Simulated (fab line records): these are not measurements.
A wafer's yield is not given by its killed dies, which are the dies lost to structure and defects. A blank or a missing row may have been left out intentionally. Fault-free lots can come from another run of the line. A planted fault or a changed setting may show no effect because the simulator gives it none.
A single fault, viewed from 2 desks + flow n5_finfet + what lay behind the numbers comes last; until then each desk has only its own

## DESK OF THE TOOL OWNER: pecvd-02
The tool's own readings at N5_BEOL_M1_DEP_57 (deposits SiCN from 3MS/NH3, target thk 8 nm, time 14 s): means of the sampled wafers that have a number, for each lot that ran on this tool. A lot is out of limits, marked OUT, if its mean lies more than 4 standard deviations from the usual mean; the brackets give that distance.
Columns: A = showerhead_plenum_p_Torr at N5_BEOL_M1_DEP_57, usual 3.659 Torr; B = throttle_valve_pct at N5_BEOL_M1_DEP_57, usual 9.1 %
| lot  | first seen here | A     | B   |
|------|-----------------|-------|-----|
| L628 | day 8 02:09     | 3.651 | 9.0 |
| L634 | day 9 20:14     | 3.668 | 9.0 |
| L637 | day 10 03:00    | 3.668 | 8.9 |
| L638 | day 10 18:36    | 3.654 | 9.2 |
This desk found nothing out of limits on any of the 4 lots.

## METROLOGY DESK
Means of the sampled wafers that have a number, per lot and without regard to the tool the lot ran on: this is what the gauges read. A lot is out of limits, marked OUT, if its mean lies more than 4 standard deviations from the usual mean; the brackets give that distance. Shown here are 7 of its 12 readings, the ones lying furthest out on some lot.
Columns: A = DIBL_N at N5_BEOL_M4_RC_MEAS_101, usual 36.2 mV/V; B = IOFF_P at N5_BEOL_M4_RC_MEAS_101, usual 0.210 nA/um; C = ION_N at N5_BEOL_M4_RC_MEAS_101, usual 677 uA/um; D = ION_P at N5_BEOL_M4_RC_MEAS_101, usual 465 uA/um; E = SS_P at N5_BEOL_M4_RC_MEAS_101, usual 73.2 mV/dec; F = VT_N at N5_BEOL_M4_RC_MEAS_101, usual 249.9 mV; G = VT_P at N5_BEOL_M4_RC_MEAS_101, usual -250 mV
| lot  | first seen here | A    | B     | C   | D   | E    | F     | G    |
|------|-----------------|------|-------|-----|-----|------|-------|------|
| L627 | day 7 23:56     | 37.7 | 0.200 | 681 | 462 | 73.6 | 249.6 | -253 |
| L628 | day 8 01:58     | 35.1 | 0.223 | 686 | 472 | 73.1 | 248.3 | -248 |
| L634 | day 9 19:59     | 36.8 | 0.206 | 668 | 460 | 73.3 | 250.9 | -251 |
| L637 | day 10 02:48    | 35.9 | 0.251 | 686 | 473 | 72.7 | 248.7 | -246 |
| L638 | day 10 18:25    | 35.2 | 0.172 | 663 | 454 | 73.0 | 252.6 | -256 |
| L641 | day 11 08:26    | 35.0 | 0.206 | 676 | 465 | 73.4 | 248.9 | -249 |
| L643 | day 11 20:47    | 37.0 | 0.198 | 668 | 460 | 72.6 | 250.5 | -252 |
This desk found nothing out of limits on any of the 7 lots.

## PUT TOGETHER
Nothing out of limits was seen by the tool owner's desk.
Metrology desk: nothing out of limits seen.

## WHAT THE SIMULATOR HAD PUT IN
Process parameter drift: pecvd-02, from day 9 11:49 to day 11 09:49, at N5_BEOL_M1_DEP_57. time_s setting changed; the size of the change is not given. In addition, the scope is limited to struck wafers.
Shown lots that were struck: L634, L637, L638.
